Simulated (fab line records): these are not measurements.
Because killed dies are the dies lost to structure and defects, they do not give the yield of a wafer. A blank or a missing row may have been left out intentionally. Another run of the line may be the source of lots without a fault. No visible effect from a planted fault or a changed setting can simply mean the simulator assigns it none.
Which tool did it? || flow nand-harc || 39 wafers from 13 lots sampled at 5 of the route's 1302 steps

WHAT THE GAUGES READ, wafer by wafer
NHARC_END_SORT_01. Usual: value, then standard deviation, for each; defect-limited-yield 91.1 % / 2.9; killed-at-array 55 / 20; killed-at-other 1.1 / 1.2; killed-at-periphery 3.8 / 2.8; killed-dies 60 / 19; killed-open 3.4 / 1.9; killed-short 2.2 / 1.5.
{"lot": "L954", "measured": "day 27 10:55", "on": "prober-02", "defect-limited-yield (%)": "0 0 0", "killed-at-array": "671 672 674", "killed-at-other": "6 3 1", "killed-at-periphery": "0 2 2", "killed-dies": "677 677 677", "killed-open": "5 3 7", "killed-short": "2 3 2", "flag": "OFF"}

EACH LOT AND THE TOOL THAT RAN IT (in order: tool; ch and the chambers of the sampled wafers; start)
{"lot": "L947", "NHARC_A_CONTACT_CMP_20": "cmp-02 ch 1,2,3, day 21 23:34", "NHARC_A_BLC_STRIP_21": "rie-diel-01 ch 0,2,3, day 22 01:47", "NHARC_A_BLC_DEGAS_30": "pvd-sputter-02, day 22 02:13", "NHARC_A_M0_DEP_00": "pecvd-02 ch 1,2, day 22 03:39"}
{"lot": "L948", "NHARC_A_CONTACT_CMP_20": "cmp-02 ch 2,3, day 22 19:20", "NHARC_A_BLC_STRIP_21": "rie-diel-04 ch 0,2,3, day 22 21:35", "NHARC_A_BLC_DEGAS_30": "pvd-sputter-01, day 22 21:59", "NHARC_A_M0_DEP_00": "pecvd-03 ch 1,2, day 22 23:27"}
{"lot": "L949", "NHARC_A_CONTACT_CMP_20": "cmp-03 ch 0,2,3, day 23 01:43", "NHARC_A_BLC_STRIP_21": "rie-diel-10 ch 1,2,3, day 23 04:00", "NHARC_A_BLC_DEGAS_30": "pvd-sputter-02, day 23 04:24", "NHARC_A_M0_DEP_00": "pecvd-02 ch 0,1,2, day 23 05:55"}
{"lot": "L951", "NHARC_A_CONTACT_CMP_20": "cmp-02 ch 0,1, day 23 20:28", "NHARC_A_BLC_STRIP_21": "rie-diel-10 ch 1,2,3, day 23 23:19", "NHARC_A_BLC_DEGAS_30": "pvd-sputter-03, day 23 23:45", "NHARC_A_M0_DEP_00": "pecvd-02 ch 1,2, day 24 01:14"}
{"lot": "L952", "NHARC_A_CONTACT_CMP_20": "cmp-02 ch 0,1, day 24 13:04", "NHARC_A_BLC_STRIP_21": "rie-diel-04 ch 0,1,3, day 24 15:19", "NHARC_A_BLC_DEGAS_30": "pvd-sputter-01, day 24 15:44", "NHARC_A_M0_DEP_00": "pecvd-03 ch 0,1,2, day 24 17:35"}
{"lot": "L954", "NHARC_A_CONTACT_CMP_20": "cmp-02 ch 0,2,3, day 25 12:14", "NHARC_A_BLC_STRIP_21": "rie-diel-01 ch 0,2,3, day 25 14:20", "NHARC_A_BLC_DEGAS_30": "pvd-sputter-02, day 25 14:46", "NHARC_A_M0_DEP_00": "pecvd-03 ch 1,2, day 25 16:20"}
{"lot": "L955", "NHARC_A_CONTACT_CMP_20": "cmp-02 ch 0,2,3, day 25 15:08", "NHARC_A_BLC_STRIP_21": "rie-diel-10 ch 1,2,3, day 25 17:22", "NHARC_A_BLC_DEGAS_30": "pvd-sputter-01, day 25 17:46", "NHARC_A_M0_DEP_00": "pecvd-03 ch 1,2, day 25 19:17"}
{"lot": "L953", "NHARC_A_CONTACT_CMP_20": "cmp-03 ch 0,1, day 25 18:10", "NHARC_A_BLC_STRIP_21": "rie-diel-04 ch 0,3, day 25 20:37", "NHARC_A_BLC_DEGAS_30": "pvd-sputter-03, day 25 21:04", "NHARC_A_M0_DEP_00": "pecvd-03 ch 0,1,2, day 25 22:37"}
{"lot": "L963", "NHARC_A_CONTACT_CMP_20": "cmp-02 ch 0,1, day 28 16:30", "NHARC_A_BLC_STRIP_21": "rie-diel-04 ch 0,2, day 28 18:40", "NHARC_A_BLC_DEGAS_30": "pvd-sputter-01, day 28 19:06", "NHARC_A_M0_DEP_00": "pecvd-02 ch 0,1,2, day 28 20:33"}
{"lot": "L964", "NHARC_A_CONTACT_CMP_20": "cmp-02 ch 0,2, day 29 18:28", "NHARC_A_BLC_STRIP_21": "rie-diel-04 ch 0,1,3, day 29 20:43", "NHARC_A_BLC_DEGAS_30": "pvd-sputter-03, day 29 21:08", "NHARC_A_M0_DEP_00": "pecvd-02 ch 0,1,2, day 29 22:35"}
{"lot": "L966", "NHARC_A_CONTACT_CMP_20": "cmp-02 ch 0,2,3, day 30 05:37", "NHARC_A_BLC_STRIP_21": "rie-diel-04 ch 0,2,3, day 30 07:45", "NHARC_A_BLC_DEGAS_30": "pvd-sputter-01, day 30 08:10", "NHARC_A_M0_DEP_00": "pecvd-04 ch 0,1,2, day 30 09:37"}
{"lot": "L968", "NHARC_A_CONTACT_CMP_20": "cmp-01 ch 0,2,3, day 30 21:31", "NHARC_A_BLC_STRIP_21": "rie-diel-04 ch 0,2,3, day 30 23:55", "NHARC_A_BLC_DEGAS_30": "pvd-sputter-02, day 31 00:21", "NHARC_A_M0_DEP_00": "pecvd-04 ch 1,2, day 31 01:53"}
{"lot": "L970", "NHARC_A_CONTACT_CMP_20": "cmp-01 ch 0,2, day 31 13:55", "NHARC_A_BLC_STRIP_21": "rie-diel-10 ch 0,2,3, day 31 16:03", "NHARC_A_BLC_DEGAS_30": "pvd-sputter-03, day 31 16:29", "NHARC_A_M0_DEP_00": "pecvd-02 ch 0,2, day 31 17:59"}
- NHARC_A_CONTACT_CMP_20: polishes, t overpolish 30 s, target thk 300 nm.
- NHARC_A_BLC_STRIP_21: strips in O2.
- NHARC_A_BLC_DEGAS_30: time 60 s.
- NHARC_A_M0_DEP_00: deposits SiOC, target thk 150 nm.

AS READ BY THE TOOLS THEMSELVES (means over the sampled wafers that have a number; for cases with no such wafer, the mark the record gives instead)
NHARC_A_CONTACT_CMP_20. Usual: motor-current-A 11.7 A, standard deviation 1; overpolish-run-s 30.001 s, standard deviation 0.0088; slurry-flow-ml-min 150.0, standard deviation 0.46; time-to-endpoint-s 61 s, standard deviation 3.5.
{"lot": "L947", "tool": "cmp-02", "motor-current-A (A)": 12.1, "overpolish-run-s (s)": 30.002, "slurry-flow-ml-min": 149.8, "time-to-endpoint-s (s)": 61, "flag": ""}
{"lot": "L948", "tool": "cmp-02", "motor-current-A (A)": 13.1, "overpolish-run-s (s)": 29.996, "slurry-flow-ml-min": 150.4, "time-to-endpoint-s (s)": 59, "flag": ""}
{"lot": "L949", "tool": "cmp-03", "motor-current-A (A)": 12.0, "overpolish-run-s (s)": 29.996, "slurry-flow-ml-min": 150.1, "time-to-endpoint-s (s)": 61, "flag": ""}
{"lot": "L951", "tool": "cmp-02", "motor-current-A (A)": 11.6, "overpolish-run-s (s)": 30.000, "slurry-flow-ml-min": 149.7, "time-to-endpoint-s (s)": 65, "flag": ""}
{"lot": "L952", "tool": "cmp-02", "motor-current-A (A)": 11.0, "overpolish-run-s (s)": 30.001, "slurry-flow-ml-min": 149.9, "time-to-endpoint-s (s)": 64, "flag": ""}
{"lot": "L954", "tool": "cmp-02", "motor-current-A (A)": 12.4, "overpolish-run-s (s)": 30.002, "slurry-flow-ml-min": 150.3, "time-to-endpoint-s (s)": 61, "flag": ""}
{"lot": "L955", "tool": "cmp-02", "motor-current-A (A)": 12.4, "overpolish-run-s (s)": 30.001, "slurry-flow-ml-min": 150.0, "time-to-endpoint-s (s)": 62, "flag": ""}
{"lot": "L953", "tool": "cmp-03", "motor-current-A (A)": 12.2, "overpolish-run-s (s)": 30.000, "slurry-flow-ml-min": 150.2, "time-to-endpoint-s (s)": 61, "flag": ""}
{"lot": "L963", "tool": "cmp-02", "motor-current-A (A)": 11.4, "overpolish-run-s (s)": 29.998, "slurry-flow-ml-min": 150.3, "time-to-endpoint-s (s)": 61, "flag": ""}
{"lot": "L964", "tool": "cmp-02", "motor-current-A (A)": 11.2, "overpolish-run-s (s)": 30.008, "slurry-flow-ml-min": 150.1, "time-to-endpoint-s (s)": 65, "flag": ""}
{"lot": "L966", "tool": "cmp-02", "motor-current-A (A)": 12.2, "overpolish-run-s (s)": 29.997, "slurry-flow-ml-min": 149.8, "time-to-endpoint-s (s)": 60, "flag": ""}
{"lot": "L968", "tool": "cmp-01", "motor-current-A (A)": 10.8, "overpolish-run-s (s)": 30.002, "slurry-flow-ml-min": 149.6, "time-to-endpoint-s (s)": 57, "flag": ""}
{"lot": "L970", "tool": "cmp-01", "motor-current-A (A)": 11.2, "overpolish-run-s (s)": 30.002, "slurry-flow-ml-min": 149.8, "time-to-endpoint-s (s)": 58, "flag": ""}

NHARC_A_BLC_STRIP_21. Usual: chamber-pressure-mTorr 60.00 mTorr, standard deviation 0.053; drypump-motor-current-A 5.4 A, standard deviation 0.45; oes-product-au 1.001 a.u., standard deviation 0.011; rf-vpp-V 57.6 V, standard deviation 0.91; showerhead-plenum-p-Torr 3.51 Torr, standard deviation 0.16; throttle-valve-pct 17.036 %, standard deviation 0.009.
{"lot": "L947", "tool": "rie-diel-01", "chamber-pressure-mTorr (mTorr)": 59.97, "drypump-motor-current-A (A)": 5.6, "oes-product-au (a.u.)": 1.008, "rf-vpp-V (V)": 57.0, "showerhead-plenum-p-Torr (Torr)": 3.52, "throttle-valve-pct (%)": 17.040, "flag": ""}
{"lot": "L948", "tool": "rie-diel-04", "chamber-pressure-mTorr (mTorr)": 60.00, "drypump-motor-current-A (A)": 5.4, "oes-product-au (a.u.)": 1.009, "rf-vpp-V (V)": 58.4, "showerhead-plenum-p-Torr (Torr)": 3.56, "throttle-valve-pct (%)": 17.041, "flag": ""}
{"lot": "L949", "tool": "rie-diel-10", "chamber-pressure-mTorr (mTorr)": 60.03, "drypump-motor-current-A (A)": 5.2, "oes-product-au (a.u.)": 1.009, "rf-vpp-V (V)": 57.5, "showerhead-plenum-p-Torr (Torr)": 3.44, "throttle-valve-pct (%)": 17.037, "flag": ""}
{"lot": "L951", "tool": "rie-diel-10", "chamber-pressure-mTorr (mTorr)": 59.97, "drypump-motor-current-A (A)": 5.2, "oes-product-au (a.u.)": 0.996, "rf-vpp-V (V)": 56.6, "showerhead-plenum-p-Torr (Torr)": 3.44, "throttle-valve-pct (%)": 17.031, "flag": ""}
{"lot": "L952", "tool": "rie-diel-04", "chamber-pressure-mTorr (mTorr)": 60.01, "drypump-motor-current-A (A)": 5.8, "oes-product-au (a.u.)": 0.998, "rf-vpp-V (V)": 58.1, "showerhead-plenum-p-Torr (Torr)": 3.66, "throttle-valve-pct (%)": 17.026, "flag": ""}
{"lot": "L954", "tool": "rie-diel-01", "chamber-pressure-mTorr (mTorr)": 59.94, "drypump-motor-current-A (A)": 5.7, "oes-product-au (a.u.)": 0.994, "rf-vpp-V (V)": 58.1, "showerhead-plenum-p-Torr (Torr)": 3.69, "throttle-valve-pct (%)": 17.043, "flag": ""}
{"lot": "L955", "tool": "rie-diel-10", "chamber-pressure-mTorr (mTorr)": 60.01, "drypump-motor-current-A (A)": 5.2, "oes-product-au (a.u.)": 1.004, "rf-vpp-V (V)": 57.5, "showerhead-plenum-p-Torr (Torr)": 3.44, "throttle-valve-pct (%)": 17.035, "flag": ""}
{"lot": "L953", "tool": "rie-diel-04", "chamber-pressure-mTorr (mTorr)": 60.03, "drypump-motor-current-A (A)": 5.4, "oes-product-au (a.u.)": 0.994, "rf-vpp-V (V)": 57.7, "showerhead-plenum-p-Torr (Torr)": 3.66, "throttle-valve-pct (%)": 17.045, "flag": ""}
{"lot": "L963", "tool": "rie-diel-04", "chamber-pressure-mTorr (mTorr)": 60.00, "drypump-motor-current-A (A)": 5.6, "oes-product-au (a.u.)": 0.988, "rf-vpp-V (V)": 57.6, "showerhead-plenum-p-Torr (Torr)": 3.52, "throttle-valve-pct (%)": 17.033, "flag": ""}
{"lot": "L964", "tool": "rie-diel-04", "chamber-pressure-mTorr (mTorr)": 59.96, "drypump-motor-current-A (A)": 5.8, "oes-product-au (a.u.)": 0.993, "rf-vpp-V (V)": 57.1, "showerhead-plenum-p-Torr (Torr)": 3.65, "throttle-valve-pct (%)": 17.041, "flag": ""}
{"lot": "L966", "tool": "rie-diel-04", "chamber-pressure-mTorr (mTorr)": 60.01, "drypump-motor-current-A (A)": 5.4, "oes-product-au (a.u.)": 1.002, "rf-vpp-V (V)": 57.7, "showerhead-plenum-p-Torr (Torr)": 3.55, "throttle-valve-pct (%)": 17.038, "flag": ""}
{"lot": "L968", "tool": "rie-diel-04", "chamber-pressure-mTorr (mTorr)": 59.98, "drypump-motor-current-A (A)": 5.4, "oes-product-au (a.u.)": 0.997, "rf-vpp-V (V)": 57.6, "showerhead-plenum-p-Torr (Torr)": 3.55, "throttle-valve-pct (%)": 17.035, "flag": ""}
{"lot": "L970", "tool": "rie-diel-10", "chamber-pressure-mTorr (mTorr)": 60.00, "drypump-motor-current-A (A)": 5.1, "oes-product-au (a.u.)": 0.995, "rf-vpp-V (V)": 58.1, "showerhead-plenum-p-Torr (Torr)": 3.48, "throttle-valve-pct (%)": 17.039, "flag": ""}

NHARC_A_BLC_DEGAS_30. Usual: heater-power-w at 465 W, with a standard deviation of 38.
{"lot": "L947", "tool": "pvd-sputter-02", "heater-power-w (W)": 453, "flag": ""}
{"lot": "L948", "tool": "pvd-sputter-01", "heater-power-w (W)": 447, "flag": ""}
{"lot": "L949", "tool": "pvd-sputter-02", "heater-power-w (W)": 446, "flag": ""}
{"lot": "L951", "tool": "pvd-sputter-03", "heater-power-w (W)": 489, "flag": ""}
{"lot": "L952", "tool": "pvd-sputter-01", "heater-power-w (W)": 488, "flag": ""}
{"lot": "L954", "tool": "pvd-sputter-02", "heater-power-w (W)": 435, "flag": ""}
{"lot": "L955", "tool": "pvd-sputter-01", "heater-power-w (W)": 486, "flag": ""}
{"lot": "L953", "tool": "pvd-sputter-03", "heater-power-w (W)": 476, "flag": ""}
{"lot": "L963", "tool": "pvd-sputter-01", "heater-power-w (W)": 482, "flag": ""}
{"lot": "L964", "tool": "pvd-sputter-03", "heater-power-w (W)": 483, "flag": ""}
{"lot": "L966", "tool": "pvd-sputter-01", "heater-power-w (W)": 490, "flag": ""}
{"lot": "L968", "tool": "pvd-sputter-02", "heater-power-w (W)": 439, "flag": ""}
{"lot": "L970", "tool": "pvd-sputter-03", "heater-power-w (W)": 484, "flag": ""}

NHARC_A_M0_DEP_00. Usual: chamber-pressure-Torr 4.999 Torr, standard deviation 0.011; rf-fwd-power-W 598.7 W, standard deviation 1.9.
{"lot": "L947", "tool": "pecvd-02", "chamber-pressure-Torr (Torr)": 5.009, "rf-fwd-power-W (W)": 599.7, "flag": ""}
{"lot": "L948", "tool": "pecvd-03", "chamber-pressure-Torr (Torr)": 4.998, "rf-fwd-power-W (W)": 597.9, "flag": ""}
{"lot": "L949", "tool": "pecvd-02", "chamber-pressure-Torr (Torr)": 4.993, "rf-fwd-power-W (W)": 597.7, "flag": ""}
{"lot": "L951", "tool": "pecvd-02", "chamber-pressure-Torr (Torr)": 4.999, "rf-fwd-power-W (W)": 598.0, "flag": ""}
{"lot": "L952", "tool": "pecvd-03", "chamber-pressure-Torr (Torr)": 4.991, "rf-fwd-power-W (W)": 596.6, "flag": ""}
{"lot": "L954", "tool": "pecvd-03", "chamber-pressure-Torr (Torr)": "-", "rf-fwd-power-W (W)": "-", "flag": "OFF"}
{"lot": "L955", "tool": "pecvd-03", "chamber-pressure-Torr (Torr)": "-", "rf-fwd-power-W (W)": "-", "flag": "OFF"}
{"lot": "L953", "tool": "pecvd-03", "chamber-pressure-Torr (Torr)": 4.996, "rf-fwd-power-W (W)": 598.6, "flag": ""}
{"lot": "L963", "tool": "pecvd-02", "chamber-pressure-Torr (Torr)": 4.999, "rf-fwd-power-W (W)": 597.1, "flag": ""}
{"lot": "L964", "tool": "pecvd-02", "chamber-pressure-Torr (Torr)": 5.001, "rf-fwd-power-W (W)": 598.0, "flag": ""}
{"lot": "L966", "tool": "pecvd-04", "chamber-pressure-Torr (Torr)": 5.003, "rf-fwd-power-W (W)": 599.2, "flag": ""}
{"lot": "L968", "tool": "pecvd-04", "chamber-pressure-Torr (Torr)": 5.001, "rf-fwd-power-W (W)": 598.8, "flag": ""}
{"lot": "L970", "tool": "pecvd-02", "chamber-pressure-Torr (Torr)": 5.017, "rf-fwd-power-W (W)": 599.0, "flag": ""}

THE ANSWER, worked out from the rows above alone
Rule: a lot is off if the mean of its wafers that have a number lies more than 3 standard deviations from the usual mean. A lot without any number at a reading at which 4 lots or more have one is off too. Where the step has rows for the other lots, those lots are counted as sound. First the gauges in route order, then the tools' own readings, where a lot's mean is used as printed above. At the first step where some lot is off, the reading lying furthest off is the one used; lots without a number count as furthest.
Off: L954 (NHARC_END_SORT_01, killed-dies). Neither off nor sound, because the step has no rows for them: L947, L948, L949, L951, L952, L955, L953, L963, L964, L966, L968, L970.
A tool fits if, at a process step before that reading, it ran every lot that is off, and no sound lot after the first of them. Not tried: the gauges at NHARC_END_SORT_01; whatever is off there is also off at NHARC_A_M0_DEP_00, on other tools, and gauge error can't account for it. Can't be told from this: 4 tools fit, cmp-02 at NHARC_A_CONTACT_CMP_20, rie-diel-01 at NHARC_A_BLC_STRIP_21, pvd-sputter-02 at NHARC_A_BLC_DEGAS_30, pecvd-03 at NHARC_A_M0_DEP_00.

WHAT THE SIMULATOR HAD INSERTED
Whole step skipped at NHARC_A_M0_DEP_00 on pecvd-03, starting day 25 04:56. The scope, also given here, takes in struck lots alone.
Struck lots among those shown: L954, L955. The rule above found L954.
